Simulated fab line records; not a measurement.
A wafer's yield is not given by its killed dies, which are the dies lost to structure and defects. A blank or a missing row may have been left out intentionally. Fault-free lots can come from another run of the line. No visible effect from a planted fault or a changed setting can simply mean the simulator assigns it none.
Chamber matching / flow n5-finfet / rie-diel-02 running N5_BEOL_M3_STRIP_19: 4 sister chambers
The step strips in O2. 4 wafers are shown with their chamber, then 8 later ones without.

WAFERS PAIRED WITH THEIR CHAMBERS
wafer=L085.1; chamber=3; drypump-motor-current-A (A)=5.5
wafer=L095.5; chamber=1; drypump-motor-current-A (A)=6.4
wafer=L095.6; chamber=0; drypump-motor-current-A (A)=6.3
wafer=L091.3; chamber=2; drypump-motor-current-A (A)=6.4

WAFERS WHOSE CHAMBER IS MISSING
wafer=L091.5; drypump-motor-current-A (A)=6.3
wafer=L091.6; drypump-motor-current-A (A)=6.4
wafer=L093.3; drypump-motor-current-A (A)=6.3
wafer=L093.4; drypump-motor-current-A (A)=5.6
wafer=L093.6; drypump-motor-current-A (A)=6.3
wafer=L094.1; drypump-motor-current-A (A)=6.3
wafer=L094.4; drypump-motor-current-A (A)=5.5
wafer=L094.5; drypump-motor-current-A (A)=5.5

WHICH CHAMBER EACH ONE RAN IN
wafer=L091.5; from the rows above=0; in truth=0
wafer=L091.6; from the rows above=can't be placed: 1 or 2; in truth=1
wafer=L093.3; from the rows above=0; in truth=0
wafer=L093.4; from the rows above=3; in truth=3
wafer=L093.6; from the rows above=0; in truth=0
wafer=L094.1; from the rows above=0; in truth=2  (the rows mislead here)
wafer=L094.4; from the rows above=3; in truth=3
wafer=L094.5; from the rows above=3; in truth=3
Correctly placed: 6 of 8. Not placeable from these rows: 1 (in 1, the candidates include the true chamber). Placed wrongly: 1.
How it was worked out, from the rows above alone: a wafer's distance from a chamber is the root of the sum, over the readings, of the square of ((its reading less the chamber's mean) divided by the reading's scatter). The wafer belongs to the nearest chamber; if the next one is less than 2 further off, it can't be placed. The mean given for a chamber averages the wafers shown for that chamber. The scatter (one wafer shown for each chamber): square how far every hidden wafer sits from the nearest shown wafer, average those squares and take the square root.
